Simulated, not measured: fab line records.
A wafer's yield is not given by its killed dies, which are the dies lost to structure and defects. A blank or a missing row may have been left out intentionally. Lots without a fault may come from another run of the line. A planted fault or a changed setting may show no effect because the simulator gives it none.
fab line records ; flow n5_finfet
[record] lots = 10; wafers = 28; last_day = 18
route steps=1938 shown BEOL_M11@1580 BEOL_M12@1602 PASSIVATION@1936
lots that met no fault: from a run of the same line without faults
start_h: hours from the record's opening day to when the first of the lot's shown wafers began ; wait_h: hours since the lot's step before ; " unchanged from the row above ; L1.1+2: one row covering several wafers at once ; - value missing, or start not given ; * or withheld: withheld ; < > ~ a bound
route shown NAME@n: names a module that has steps shown in the file, with the first one's number in the route ; usual: average and standard deviation across the fault-free wafers ; same: alike in all rows ; chamber/n: place in a boat ; sites: each site's reading ; _std_site: standard deviation of those values ; _edge_site: outer sites' mean less inner sites' ; radius_mm: for every site, how far away it sits from the centre of the wafer ; mask NAME#n: copy n ; behind: the most recent tool/chamber to have shaped the wafer ; hold: why the lot went on hold/how many hours it stayed there/how the hold came to an end ; device: the n, p or np transistor that did not switch ; end of line: tests of these same wafers at the route's end ; step lacking rows: just its recipe ; killed: dies that structure and defects cost at the first sort, which is not the same as the wafer's yield ; map: dies across one wafer; x = killed, . = not, _ = none there
set.NAME: the run value of the setting; set.NAME@STEP: its run value at that earlier step ; model.NAME: the simulator's own value behind a step, which no gauge read
a sample of lots followed through the steps of the route, with each step as a table and each wafer as a row
services: when a tool's chamber went out of use (start_h, in hours from the record's first day, below 0 if earlier), for how many hours, and the reason
[[steps]]
[step N5_BEOL_M11_STRIP_77]
[recipe] chemistry = N2/H2; time_s = 10; power_w = 450; temp_c = 40; pressure_mtorr = 20; rf_frequency_hz = 6e+07; bias_power_w = 7; n2_flow_sccm = 200; h2_flow_sccm = 200
[usual] drypump_motor_current_A = 5.7/0.35; n2_flow_sccm = 199.9/0.57; oes_product_au = 0.78/0.081; rf_vpp_V = 59.3/0.92; showerhead_plenum_p_Torr = 2.53/0.098; throttle_valve_pct = 23.6/0.32
lot.wafer;tool;chamber;start_h;wait_h;drypump_motor_current_A;n2_flow_sccm;oes_product_au;rf_hours_counter_h;rf_vpp_V;showerhead_plenum_p_Torr;throttle_valve_pct
L221.1;rie_diel-05;3;-;-;5.6;200.2;0.87;44;58.7;2.48;23.8
L221.3;rie_diel-05;0;-;-;6.2;199.0;0.71;190;59.6;2.52;23.7
L221.5;rie_diel-05;3;-;-;5.6;200.0;0.88;-;58.8;2.48;23.8
L220.2;rie_diel-05;3;-;-;5.6;199.9;0.87;45;59.4;2.48;23.8
L220.3;rie_diel-05;0;-;-;6.1;199.9;0.71;191;59.2;2.52;23.7
L220.4;rie_diel-05;1;-;-;5.2;199.4;0.84;52;57.7;2.47;23.5
L224.2;rie_diel-06;1;-;-;5.9;199.5;0.73;170;59.9;2.33;24.0
L224.5;rie_diel-06;0;-;-;5.7;200.0;0.78;-;58.0;2.66;23.9
L224.6;rie_diel-06;3;-;-;5.3;200.1;0.90;-;59.8;2.69;23.1
L223.1;rie_diel-02;2;-;-;5.5;200.0;0.75;150;59.0;2.43;23.4
L223.4;rie_diel-02;3;-;-;5.6;201.1;0.72;199;60.0;2.52;23.8
L223.5;rie_diel-02;2;-;-;5.5;200.4;0.75;-;60.4;2.43;23.4
L230.1;rie_diel-05;1;-;-;5.2;199.4;0.82;67;59.5;2.46;23.6
L230.2;rie_diel-05;3;-;-;5.6;198.7;0.85;60;58.7;2.48;23.8
L230.4;rie_diel-05;0;-;-;6.1;199.6;0.70;202;60.1;2.51;23.7
L231.1;rie_diel-05;0;-;-;6.2;198.8;0.69;209;60.7;2.51;23.7
L231.2;rie_diel-05;3;-;-;5.6;200.4;0.84;68;60.0;2.47;23.8
L234.3;rie_diel-05;2;-;-;6.1;199.6;0.97;4;59.1;2.60;22.8
L234.4;rie_diel-05;2;-;-;6.0;199.5;0.95;-;58.7;2.60;22.8
L236.2;rie_diel-02;0;-;-;5.4;200.7;0.88;38;59.3;2.58;23.3
L236.3;rie_diel-02;3;-;-;5.5;200.1;0.71;222;59.0;2.51;23.8
L236.6;rie_diel-02;3;-;-;5.5;199.5;0.71;-;59.1;2.51;23.8
L237.1;rie_diel-06;0;-;-;5.7;199.4;0.75;165;60.0;2.65;23.9
L237.2;rie_diel-06;1;-;-;6.0;199.3;0.71;195;57.6;2.32;24.0
L237.5;rie_diel-06;3;-;-;5.3;198.9;0.87;-;57.9;2.68;23.2
L238.1;rie_diel-02;1;-;-;6.3;200.6;0.75;154;59.8;2.65;24.1
L238.4;rie_diel-02;0;-;-;5.4;200.2;0.87;39;59.5;2.58;23.4
L238.6;rie_diel-02;3;-;-;5.6;200.6;0.71;-;58.4;2.51;23.8
[step N5_BEOL_M11_ALD_74]
[recipe] material = TaN; target_thk_a = 20; temp_c = 275; ald_precursor_family = PDMAT; ald_co_reactant = NH3; pressure_torr = 3; carrier_flow_sccm = 1500; pulse_time_s = 2; purge_time_s = 3; co_reactant_purge_time_s = 2; co_reactant_pulse_time_s = 3; ald_cycles = 40; precursor_vessel_temp_c = 75; precursor_vessel_pressure_torr = 26.25; precursor_vessel_carrier_sccm = 1000
[usual] heater_power_w = 420/48
[same] ald_cycles = 40
lot.wafer;tool;chamber;start_h;wait_h;heater_power_w
L221.1;ald_metal-02;1;275.27;0.3;424
L221.3;ald_metal-02;2;275.27;0.3;382
L221.5;ald_metal-02;2;275.27;0.3;389
L220.2;ald_metal-01;0;279.06;0.1;411
L220.3;ald_metal-01;1;279.06;0.1;521
L220.4;ald_metal-01;3;279.06;0.1;493
L224.2;ald_metal-02;1;302.44;0.0;415
L224.5;ald_metal-02;2;302.44;0.0;397
L224.6;ald_metal-02;1;302.44;0.0;418
L223.1;ald_metal-03;3;302.44;0.0;454
L223.4;ald_metal-03;0;302.44;0.0;346
L223.5;ald_metal-03;1;302.44;0.0;470
L230.1;ald_metal-01;2;329.92;0.3;470
L230.2;ald_metal-01;0;329.92;0.3;415
L230.4;ald_metal-01;1;329.92;0.3;518
L231.1;ald_metal-03;2;348.54;0.1;397
L231.2;ald_metal-03;0;348.54;0.1;342
L234.3;ald_metal-01;2;374.20;0.1;466
L234.4;ald_metal-01;3;374.20;0.1;458
L236.2;ald_metal-01;1;375.06;0.0;508
L236.3;ald_metal-01;2;375.06;0.0;467
L236.6;ald_metal-01;1;375.06;0.0;504
L237.1;ald_metal-02;0;377.97;0.0;388
L237.2;ald_metal-02;3;377.97;0.0;358
L237.5;ald_metal-02;3;377.97;0.0;372
L238.1;ald_metal-03;0;378.54;0.0;348
L238.4;ald_metal-03;2;378.54;0.0;404
L238.6;ald_metal-03;3;378.54;0.0;447
[step N5_BEOL_M11_SPUTTER_48]
[recipe] material = Cu; target_thk_a = 120; temp_c = -20; bias_v = 60; power_w = 26000; chamber_pressure_pa = 0.13; time_s = 2
[usual] throttle_valve_pct = 30.1/1
lot.wafer;tool;chamber;start_h;wait_h;throttle_valve_pct
L221.1;pvd_sputter-01;-;277.38;0.1;29.5
L221.3;pvd_sputter-01;-;277.38;0.1;30.1
L221.5;pvd_sputter-01;-;277.38;0.1;29.8
L220.2;pvd_sputter-03;-;279.59;0.1;28.4
L220.3;pvd_sputter-03;-;279.59;0.1;31.1
L220.4;pvd_sputter-03;-;279.59;0.1;30.5
L224.2;pvd_sputter-02;-;303.43;0.1;30.3
L224.5;pvd_sputter-02;-;303.43;0.1;30.6
L224.6;pvd_sputter-02;-;303.43;0.1;29.7
L223.1;pvd_sputter-02;-;303.51;0.1;30.5
L223.4;pvd_sputter-02;-;303.51;0.1;28.1
L223.5;pvd_sputter-02;-;303.51;0.1;29.6
L230.1;pvd_sputter-01;-;330.57;0.2;29.7
L230.2;pvd_sputter-01;-;330.57;0.2;30.0
L230.4;pvd_sputter-01;-;330.57;0.2;29.8
L231.1;pvd_sputter-01;-;349.35;0.2;29.4
L231.2;pvd_sputter-01;-;349.35;0.2;29.8
L234.3;pvd_sputter-03;-;374.74;0.1;31.3
L234.4;pvd_sputter-03;-;374.74;0.1;28.5
L236.2;pvd_sputter-01;-;375.53;0.1;30.2
L236.3;pvd_sputter-01;-;375.53;0.1;29.6
L236.6;pvd_sputter-01;-;375.53;0.1;30.2
L237.1;pvd_sputter-01;-;378.59;0.1;29.5
L237.2;pvd_sputter-01;-;378.59;0.1;32.0
L237.5;pvd_sputter-01;-;378.59;0.1;31.9
L238.1;pvd_sputter-01;-;379.25;0.2;29.8
L238.4;pvd_sputter-01;-;379.25;0.2;31.9
L238.6;pvd_sputter-01;-;379.25;0.2;30.1
[step N5_BEOL_M12_ILD_DEP_00]
[recipe] material = SiOC; target_thk_a = 6589.2; temp_c = 350; precursor = DEMS/O2; pressure_torr = 5; rf_w = 500; time_s = 130.7
[usual] heater_power_w = 503/77; run_length_s = 175.5/0.61; showerhead_plenum_p_Torr = 5.694/0.013; throttle_valve_pct = 12.2/0.72
lot.wafer;tool;chamber;start_h;wait_h;heater_power_w;run_length_s;showerhead_plenum_p_Torr;throttle_valve_pct
L221.1;pecvd-03;2;278.46;0.0;494;175.8;5.692;10.9
L221.3;pecvd-03;1;278.46;0.0;507;175.3;5.707;12.8
L221.5;pecvd-03;2;278.46;0.0;487;176.1;5.709;11.2
L220.2;pecvd-03;2;281.00;0.0;460;176.0;5.696;11.3
L220.3;pecvd-03;1;281.00;0.0;514;175.1;5.709;13.1
L220.4;pecvd-03;0;281.00;0.0;556;176.4;5.702;11.6
L224.2;pecvd-03;2;305.17;0.0;446;176.0;5.692;11.0
L224.5;pecvd-03;0;305.17;0.0;547;176.6;5.724;11.9
L224.6;pecvd-03;2;305.17;0.0;487;175.8;5.710;10.9
L223.1;pecvd-01;2;305.38;0.0;602;175.7;5.689;11.7
L223.4;pecvd-01;2;305.38;0.0;637;175.5;5.682;11.9
L223.5;pecvd-01;0;305.38;0.0;393;174.7;5.686;11.6
L230.1;pecvd-02;0;331.59;0.0;470;176.4;5.683;14.0
L230.2;pecvd-02;2;331.59;0.0;413;175.2;5.685;12.2
L230.4;pecvd-02;0;331.59;0.0;472;176.1;5.687;13.6
L231.1;pecvd-03;2;351.62;0.0;464;176.1;5.680;11.3
L231.2;pecvd-03;1;351.62;0.0;555;243.4;5.720;12.9
L234.3;pecvd-03;2;375.75;0.0;483;244.9;5.691;11.0
L234.4;pecvd-03;1;375.75;0.0;538;175.2;5.703;12.6
L236.2;pecvd-02;2;376.62;0.0;410;175.6;5.703;12.1
L236.3;pecvd-02;0;376.62;0.0;482;176.5;5.671;13.5
L236.6;pecvd-02;2;376.62;0.0;441;175.6;5.692;12.1
L237.1;pecvd-02;1;379.79;0.0;415;175.0;5.699;12.2
L237.2;pecvd-02;2;379.79;0.0;435;175.8;5.689;12.0
L237.5;pecvd-02;1;379.79;0.0;443;175.1;5.681;12.7
L238.1;pecvd-01;2;380.29;0.0;663;174.8;5.701;11.7
L238.4;pecvd-01;0;380.29;0.0;392;175.5;5.681;11.5
L238.6;pecvd-01;1;380.29;0.0;503;175.1;5.703;12.4
[step N5_BEOL_M12_THK_MEAS_01]
[recipe] reads = SiOC_of_BEOL_M12_ILD_DEP_00
[usual] M12_ILD_THK = 658/8.1
lot.wafer;tool;chamber;start_h;wait_h;M12_ILD_THK[nm]
L221.1;film_metro-01;-;278.59;0.1;656
L221.3;film_metro-01;-;278.59;0.1;640
L221.5;film_metro-01;-;278.59;0.1;673
L220.2;film_metro-01;-;281.13;0.1;645
L220.3;film_metro-01;-;281.13;0.1;642
L220.4;film_metro-01;-;281.13;0.1;657
L224.2;film_metro-02;-;305.30;0.1;650
L224.5;film_metro-02;-;305.30;0.1;666
L224.6;film_metro-02;-;305.30;0.1;661
L223.1;film_metro-02;-;305.51;0.1;654
L223.4;film_metro-02;-;305.51;0.1;660
L223.5;film_metro-02;-;305.51;0.1;657
L230.1;film_metro-01;-;331.72;0.1;647
L230.2;film_metro-01;-;331.72;0.1;641
L230.4;film_metro-01;-;331.72;0.1;663
L231.1;film_metro-02;-;351.75;0.1;660
L231.2;film_metro-02;-;351.75;0.1;994
L234.3;film_metro-02;-;375.89;0.1;1001
L234.4;film_metro-02;-;375.89;0.1;660
L236.2;film_metro-02;-;376.75;0.1;654
L236.3;film_metro-02;-;376.75;0.1;654
L236.6;film_metro-02;-;376.75;0.1;662
L237.1;film_metro-02;-;379.93;0.1;647
L237.2;film_metro-02;-;379.93;0.1;655
L237.5;film_metro-02;-;379.93;0.1;652
L238.1;film_metro-01;-;380.42;0.1;652
L238.4;film_metro-01;-;380.42;0.1;660
L238.6;film_metro-01;-;380.42;0.1;669
[step N5_BEOL_M12_STRIP_63]
[recipe] chemistry = N2/H2; power_w = 1000; temp_c = 250; h2_frac = 0.65; overash_fraction = 0.3; pressure_mtorr = 1000; n2_flow_sccm = 1750; h2_flow_sccm = 3250
[usual] drypump_motor_current_A = 5.4/0.48; heater_power_w = 335/22; n2_flow_sccm = 1750/4.3; oes_product_au = 0.693/0.0043; strip_time_to_endpoint_s = 42.7/0.77
lot.wafer;tool;chamber;start_h;wait_h;drypump_motor_current_A;heater_power_w;n2_flow_sccm;oes_product_au;rf_hours_counter_h;strip_time_to_endpoint_s
L221.1;plasma_asher-01;1;279.30;-;6.0;359;1751;0.683;79;42.9
L221.3;plasma_asher-01;0;279.30;-;5.0;317;1761;0.696;-;44.3
L221.5;plasma_asher-01;1;279.30;-;6.0;364;1756;0.688;-;41.7
L220.2;plasma_asher-01;0;281.80;-;4.9;331;1745;0.697;79;43.5
L220.3;plasma_asher-01;1;281.80;-;6.0;359;1755;0.697;-;44.3
L220.4;plasma_asher-01;0;281.80;-;4.9;329;1753;0.693;-;42.5
L224.2;plasma_asher-01;1;305.97;-;6.0;357;1751;0.686;84;43.8
L224.5;plasma_asher-01;0;305.97;-;4.9;329;1745;0.691;-;42.6
L224.6;plasma_asher-01;1;305.97;-;6.0;356;1753;0.699;-;42.4
L223.1;plasma_asher-02;0;306.20;-;5.8;303;1752;0.692;129;42.6
L223.4;plasma_asher-02;1;306.20;-;5.0;346;1743;0.688;-;42.5
L223.5;plasma_asher-02;0;306.20;-;5.7;299;1759;0.702;-;42.7
L230.1;plasma_asher-02;0;332.55;-;5.7;298;1750;0.686;134;44.5
L230.2;plasma_asher-02;1;332.55;-;5.0;339;1748;0.688;134;43.9
L230.4;plasma_asher-02;1;332.55;-;5.0;351;1750;0.691;-;42.4
L231.1;plasma_asher-01;0;352.43;-;5.0;341;1756;0.695;94;42.9
L231.2;plasma_asher-01;1;352.43;-;6.0;367;1749;0.619;94;13.1
L234.3;plasma_asher-01;1;376.73;-;5.9;353;1746;0.565;-;11.7
L234.4;plasma_asher-01;0;376.73;-;4.9;320;1752;0.690;-;42.7
L236.2;plasma_asher-01;0;377.76;-;4.9;331;1755;0.692;102;42.6
L236.3;plasma_asher-01;0;377.76;-;5.0;335;1752;0.693;-;43.1
L236.6;plasma_asher-01;0;377.76;-;4.9;326;1759;0.692;-;42.6
L237.1;plasma_asher-01;1;380.91;-;6.0;364;1750;0.694;102;44.1
L237.2;plasma_asher-01;0;380.91;-;4.9;331;1747;0.687;102;43.2
L237.5;plasma_asher-01;0;380.91;-;4.9;320;1753;0.697;-;43.6
L238.1;plasma_asher-01;1;381.22;-;6.0;360;1748;0.690;102;43.2
L238.4;plasma_asher-01;0;381.22;-;4.9;330;1750;0.689;-;42.3
L238.6;plasma_asher-01;1;381.22;-;6.0;373;1755;0.687;-;41.9
[step N5_PASSIVATION_PROBE_49]
[usual] defect_limited_yield = 91.2/1.5; killed_at_M0_to_M3 = 32/9.6; killed_at_M4_up = 13/5.3; killed_at_contacts = 13/6.7; killed_at_front_end = 42/11; killed_at_other = 3.8/2.9; killed_dies = 103/17; killed_open = 67/13; killed_short = 35/7.9; sort_bin_5_function = 5.2/0.94; sort_bin_6_memory = 3.3/0.64; sort_n_pass = 1077/17; sort_yield_pct = 91.2/1.5
[same] gross_dies = 1180; killed_at_back_side = 0; sort_bin_4_leakage[%] = 0; sort_bin_8_speed[%] = 0
lot.wafer;tool;chamber;start_h;wait_h;defect_limited_yield[%];killed_at_M0_to_M3;killed_at_M4_up;killed_at_contacts;killed_at_front_end;killed_at_other;killed_dies;killed_open;killed_short;sort_bin_5_function[%];sort_bin_6_memory[%];sort_n_pass;sort_yield_pct[%]
L220.4;prober-02;-;318.29;0.2;89.2;31;20;6;69;2;128;93;35;5.8;4.8;1052;89.2
L224.6;prober-01;-;346.41;0.3;90.4;37;8;9;50;9;113;75;37;5.5;3.9;1067;90.4
L223.1;prober-02;-;347.96;0.0;92.6;39;10;7;31;0;87;61;26;3.8;3.2;1093;92.6
L223.4;prober-02;-;348.11;0.2;93.5;32;11;7;21;6;77;49;28;3.7;2.5;1103;93.5
L223.5;prober-02;-;348.16;0.2;93.3;33;18;6;21;1;79;55;22;3.5;3.0;1101;93.3
L231.1;prober-01;-;402.21;0.0;88.7;46;14;15;49;9;133;75;55;6.5;4.2;1047;88.7
L231.2;prober-01;-;402.26;0.1;95.4;15;12;7;17;3;54;37;16;3.1;1.4;1126;95.4
// killed by level:class
L220.4 FIN_SAQP:geometric_particle:open=20 DUMMY_GATE:geometric_particle:open=14 FIN_SAQP:geometric_particle:short=12 BEOL_M4:geometric_particle:open=10 BEOL_M3:geometric_particle:open=9 BEOL_M2:geometric_particle:open=8 BEOL_M0_SAQP:geometric_particle:open=7 MOL_CONTACT_COAG:geometric_particle:open=6
L224.6 STI_FIN_REVEAL:geometric_particle:open=27 BEOL_M0_SAQP:geometric_particle:short=15 BEOL_M0_SAQP:geometric_particle:open=13 MOL_CONTACT_COAG:geometric_particle:open=8 FIN_SAQP:geometric_particle:short=6 BEOL_M1:geometric_particle:open=6 BEOL_M7:geometric_particle:open=4 STI_FIN_REVEAL:geometric_particle:short=3
L223.1 BEOL_M0_SAQP:geometric_particle:open=9 FIN_SAQP:geometric_particle:open=8 BEOL_M1:geometric_particle:open=8 BEOL_M3:geometric_particle:open=7 DUMMY_GATE:geometric_particle:open=6 MOL_CONTACT_COAG:geometric_particle:open=5 BEOL_M0_SAQP:geometric_particle:short=5 BEOL_M1:geometric_particle:short=4
L223.4 BEOL_M0_SAQP:geometric_particle:open=8 FIN_SAQP:geometric_particle:open=6 BEOL_M0_SAQP:geometric_particle:short=6 BEOL_M3:geometric_particle:open=6 BEOL_M2:geometric_particle:open=5 FIN_SAQP:geometric_particle:short=4 MOL_CONTACT_COAG:geometric_particle:short=4 PASS1_DEP:geometric_particle:open=4
L223.5 BEOL_M0_SAQP:geometric_particle:short=7 BEOL_M1:geometric_particle:open=7 DUMMY_GATE:geometric_particle:open=6 MOL_CONTACT_COAG:geometric_particle:open=5 BEOL_M4:geometric_particle:open=5 BEOL_M2:geometric_particle:open=5 BEOL_M7:geometric_particle:open=5 BEOL_M0_SAQP:geometric_particle:open=4
L231.1 MOL_CONTACT_COAG:geometric_particle:open=13 BEOL_M0_SAQP:geometric_particle:open=13 BEOL_M1:geometric_particle:open=11 FIN_SAQP:geometric_particle:short=10 GATE_CUT:geometric_particle:short=10 BEOL_M0_SAQP:geometric_particle:short=7 STI_FIN_REVEAL:geometric_particle:short=6 BEOL_M2:geometric_particle:open=6
L231.2 MOL_CONTACT_COAG:geometric_particle:open=6 STI_FIN_REVEAL:geometric_particle:open=4 BEOL_M2:geometric_particle:open=4 STARTING-WAFER:geometric_particle:short=4 BEOL_M4:geometric_particle:open=3 BEOL_M8:geometric_particle:open=3 FIN_SAQP:geometric_particle:open=2 FIN_SAQP:geometric_particle:short=2
[[services]]
tool;chamber;start_h;hours;kind
pecvd-03;-;259.47;5.5;pm
ald_metal-02;0;267.52;25.1;repair
pvd_sputter-03;-;271.86;1.3;repair
rie_diel-05;0;290.58;14.1;repair
ald_metal-03;2;290.71;5.9;repair
ald_metal-03;-;298.34;1.1;repair
ald_metal-01;2;304.44;2.0;repair
ald_metal-02;-;305.80;8.7;pm
pecvd-01;0;320.20;12.9;repair
rie_diel-06;2;323.89;4.5;repair
pecvd-03;0;333.37;5.5;scheduled_down
rie_diel-05;2;335.81;-;clean
rie_diel-05;2;335.81;-;consumable_replace:focus_ring
rie_diel-05;2;335.81;25.0;scheduled_down
rie_diel-05;2;335.81;25.0;vent_cycle
ald_metal-01;-;337.25;14.0;pm
ald_metal-01;0;337.25;14.0;vent_cycle
ald_metal-01;1;337.25;14.0;vent_cycle
ald_metal-01;2;337.25;14.0;vent_cycle
ald_metal-01;3;337.25;14.0;vent_cycle
pecvd-03;0;347.29;2.1;scheduled_down
rie_diel-02;1;351.37;14.6;repair
rie_diel-05;3;356.99;15.0;repair
plasma_asher-02;-;367.16;16.7;pm
[[key]]
[first_sign] step = N5_BEOL_M12_ILD_DEP_00; reading = run_length_s; direction = up; sigmas = 99+; usual = *; struck = *
[effect] step = N5_BEOL_M12_THK_MEAS_01; reading = M12_ILD_THK; direction = up; sigmas = 42; usual = 658; struck = 997
[effect] step = N5_BEOL_M12_STRIP_63; reading = strip_time_to_endpoint_s; direction = down; sigmas = 39; usual = *; struck = *
met_at N5_BEOL_M12_ILD_DEP_00
struck_lots L231,L234
struck_wafers L231.2,L234.3
not_acting_at N5_BEOL_M11_STRIP_77,N5_BEOL_M11_ALD_74,N5_BEOL_M11_SPUTTER_48
onset_between 305.17 351.62
[fault] kind = process_parameter_drift; tool = pecvd-03; chamber = -; onset_h = 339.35; steps = N5_BEOL_M12_ILD_DEP_00; channel = time_s; offset = *; shape = step; end_h = 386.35; scope = struck_wafers_only; acts_in = *; stated = *
